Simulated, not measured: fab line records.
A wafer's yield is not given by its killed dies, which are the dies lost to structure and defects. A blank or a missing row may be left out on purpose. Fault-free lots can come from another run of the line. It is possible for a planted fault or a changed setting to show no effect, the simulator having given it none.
Which tool was responsible? | flow nand harc | Sampling: 14 lots, 42 wafers, 5 of 1302 route steps

## WHAT EACH GAUGE READ, for each wafer
NHARC_THIN_TSV_THK_MEAS_02: measures by ir.
lot  | measured     | on            | thk nm (nm)
L317 | day 24 17:36 | film metro-02 | 2932 3074 2876
L316 | day 24 01:57 | film metro-02 | 2716 3048 2832
L319 | day 25 05:05 | film metro-01 | 2797 3050 2803
L320 | day 25 03:53 | film metro-02 | 3053 3078 2956
L322 | day 26 03:17 | film metro-01 | 2837 2943 3054
L323 | day 26 04:29 | film metro-02 | 3084 2722 2999
L324 | day 27 03:37 | film metro-01 | 2825 3067 2984
L325 | day 28 03:11 | film metro-01 | 3343 3296 3178
L331 | day 29 23:20 | film metro-02 | 3197 2993 3369
L330 | day 29 17:01 | film metro-01 | 2612 2580 2987
L332 | day 30 00:34 | film metro-02 | 2917 2764 2663
L337 | day 32 01:28 | film metro-01 | 3433 2804 2761
L338 | day 32 02:43 | film metro-01 | 3070 3166 2893
L339 | day 33 03:10 | film metro-02 | 2530 3002 2659

NHARC_END_SORT_01.
lot  | measured     | on        | killed at array | killed at other | killed at periphery | killed dies | killed open | killed short
L330 | day 30 13:58 | prober-01 | 44 49 42        | 1 0 0           | 34 12 7             | 79 61 49    | 3 1 4       | 2 3 3
L332 | day 30 20:25 | prober-02 | 51 66 70        | 0 1 0           | 1 26 27             | 52 93 97    | 2 2 0       | 0 2 1

## EACH LOT AND THE TOOL THAT RAN IT (in order: tool; ch and the chambers of the sampled wafers; start)
lot  | NHARC_P_CONTACT_CVD_23        | NHARC_THIN_TSV_DEGAS_49      | NHARC_THIN_TSV_DEGAS_53
L317 | cvd w-01 ch 0,1, day 6 12:35  | pvd sputter-01, day 24 21:26 | pvd sputter-03, day 24 23:26
L316 | cvd w-02 ch 0,1, day 6 13:08  | pvd sputter-01, day 24 05:52 | pvd sputter-03, day 24 07:50
L319 | cvd w-01 ch 0,1, day 7 11:16  | pvd sputter-03, day 25 08:55 | pvd sputter-03, day 25 10:54
L320 | cvd w-02 ch 0,1, day 7 22:00  | pvd sputter-02, day 25 07:43 | pvd sputter-02, day 25 09:44
L322 | cvd w-02 ch 0,1, day 8 12:22  | pvd sputter-03, day 26 07:24 | pvd sputter-03, day 26 09:23
L323 | cvd w-02 ch 0,1, day 8 19:07  | pvd sputter-02, day 26 08:41 | pvd sputter-03, day 26 10:40
L324 | cvd w-01 ch 0,1, day 9 06:14  | pvd sputter-03, day 27 07:43 | pvd sputter-03, day 27 10:00
L325 | cvd w-02 ch 1, day 9 18:31    | pvd sputter-03, day 28 07:02 | pvd sputter-02, day 28 09:02
L331 | cvd w-01 ch 0,1, day 12 00:16 | pvd sputter-03, day 30 03:13 | pvd sputter-02, day 30 05:13
L330 | cvd w-02 ch 0,1, day 12 02:57 | pvd sputter-02, day 29 20:49 | pvd sputter-01, day 29 22:47
L332 | cvd w-02 ch 0,1, day 12 19:30 | pvd sputter-01, day 30 04:24 | pvd sputter-03, day 30 06:23
L337 | cvd w-01 ch 1, day 14 18:23   | pvd sputter-02, day 32 05:10 | pvd sputter-01, day 32 07:31
L338 | cvd w-01 ch 0,1, day 14 23:35 | pvd sputter-02, day 32 06:45 | pvd sputter-03, day 32 08:47
L339 | cvd w-01 ch 0,1, day 15 13:55 | pvd sputter-03, day 33 07:10 | pvd sputter-02, day 33 09:20
- NHARC_P_CONTACT_CVD_23: deposits W, target thk 200 nm, time 557 s.
- NHARC_THIN_TSV_DEGAS_49: time 120 s.
- NHARC_THIN_TSV_DEGAS_53: time 60 s.

## AS READ BY THE TOOLS THEMSELVES (means over the sampled wafers that have a number; for cases with no such wafer, the mark the record gives instead)
NHARC_P_CONTACT_CVD_23.
lot  | tool     | heater power w (W) | mfc wf6 sccm (sccm) | throttle valve pct (%)
L317 | cvd w-01 | 477                | 39.88               | 8.16
L316 | cvd w-02 | 511                | 40.07               | 8.02
L319 | cvd w-01 | 506                | 40.05               | 8.08
L320 | cvd w-02 | 507                | 39.95               | 8.01
L322 | cvd w-02 | 499                | 40.12               | 8.20
L323 | cvd w-02 | 521                | 40.01               | 7.92
L324 | cvd w-01 | 464                | 39.97               | 7.95
L325 | cvd w-02 | 534                | 40.01               | 7.95
L331 | cvd w-01 | 498                | 39.94               | 8.22
L330 | cvd w-02 | 506                | 40.17               | 7.97
L332 | cvd w-02 | 503                | 39.99               | 8.06
L337 | cvd w-01 | 535                | 40.03               | 8.16
L338 | cvd w-01 | 463                | 40.03               | 8.07
L339 | cvd w-01 | 470                | 39.92               | 8.20

NHARC_THIN_TSV_DEGAS_49.
lot  | tool           | heater power w (W)
L317 | pvd sputter-01 | 471
L316 | pvd sputter-01 | 461
L319 | pvd sputter-03 | 469
L320 | pvd sputter-02 | 452
L322 | pvd sputter-03 | 465
L323 | pvd sputter-02 | 453
L324 | pvd sputter-03 | 491
L325 | pvd sputter-03 | 514
L331 | pvd sputter-03 | 494
L330 | pvd sputter-02 | 416
L332 | pvd sputter-01 | 487
L337 | pvd sputter-02 | 439
L338 | pvd sputter-02 | 438
L339 | pvd sputter-03 | 444

NHARC_THIN_TSV_DEGAS_53.
lot  | tool           | heater power w (W)
L317 | pvd sputter-03 | 478
L316 | pvd sputter-03 | 510
L319 | pvd sputter-03 | 516
L320 | pvd sputter-02 | 450
L322 | pvd sputter-03 | 500
L323 | pvd sputter-03 | 568
L324 | pvd sputter-03 | 496
L325 | pvd sputter-02 | 440
L331 | pvd sputter-02 | 451
L330 | pvd sputter-01 | 489
L332 | pvd sputter-03 | 513
L337 | pvd sputter-01 | 486
L338 | pvd sputter-03 | 531
L339 | pvd sputter-02 | 464

## THE ANSWER, worked out from the rows above alone
Rule: usual is defined by the lots themselves. Put in order of their means at a reading, lots are off if they are a third of the lots or fewer, leave a main group of 4 or more, and stand apart from it by a gap of 3 or more times the standard deviation of the main group's means; of several such gaps the widest counts. Not used: any main group whose means are identical at the precision the tables above print for the reading. Also off: a lot with no number at a reading for which 4 or more lots have one. All remaining lots with rows at the step are treated as sound. Order of review: gauges by route order, followed by the tools' own readings, for which a lot's mean as printed above is used. At the first step where some lot is off, the reading lying furthest off is the one used; lots without a number count as furthest.
Across all readings shown, no lot is off: no conclusion can be drawn from this.

## WHAT HAD BEEN PUT IN BY THE SIMULATOR
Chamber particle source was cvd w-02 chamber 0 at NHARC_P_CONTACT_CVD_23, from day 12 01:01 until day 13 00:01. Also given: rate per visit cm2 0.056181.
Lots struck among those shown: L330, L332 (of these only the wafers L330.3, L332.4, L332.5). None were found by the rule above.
